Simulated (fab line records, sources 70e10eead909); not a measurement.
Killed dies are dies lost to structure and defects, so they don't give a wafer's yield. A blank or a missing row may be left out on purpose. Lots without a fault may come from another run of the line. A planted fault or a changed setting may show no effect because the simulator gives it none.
Chamber matching | flow nand_harc | NHARC_A_WL_FILL_ALD_19 on ald_metal-01: 4 sister chambers
The step deposits TiN, target thk 2 nm, pulse time 3 s, ald cycles 100. 4 wafers are shown with their chamber, then 8 later ones without.

WAFERS WITH THEIR CHAMBER
wafer  | chamber | heater_power_w (W)
L081.6 | 2       | 1221
L086.4 | 3       | 1186
L086.6 | 0       | 989
L091.2 | 1       | 903

WAFERS WITHOUT THEIR CHAMBER
wafer  | heater_power_w (W)
L091.3 | 1150
L091.4 | 983
L094.1 | 1114
L094.3 | 862
L094.5 | 909
L093.2 | 1004
L093.4 | 1186
L093.5 | 980

WHICH CHAMBER EACH WENT THROUGH
wafer  | from the rows above          | in truth
L091.3 | can't be placed: 3 or 2      | 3
L091.4 | 0                            | 0
L094.1 | can't be placed: 3 or 2 or 0 | 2
L094.3 | 1                            | 1
L094.5 | 1                            | 1
L093.2 | 0                            | 0
L093.4 | can't be placed: 3 or 2      | 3
L093.5 | 0                            | 0
Placed correctly: 5 of 8. Can't be placed from these rows: 3 (the true chamber is among the candidates in 3). Placed wrongly: 0.
How it was worked out, from the rows above alone: a wafer's distance from a chamber is the root of the sum, over the readings, of the square of ((its reading less the chamber's mean) divided by the reading's scatter). The wafer belongs to the nearest chamber; if the next one is less than 2 further off, it can't be placed. A chamber's mean is the mean of its shown wafers. The scatter: with one shown wafer a chamber, the root of the mean of the squares of how far each hidden wafer lies from its nearest shown one.
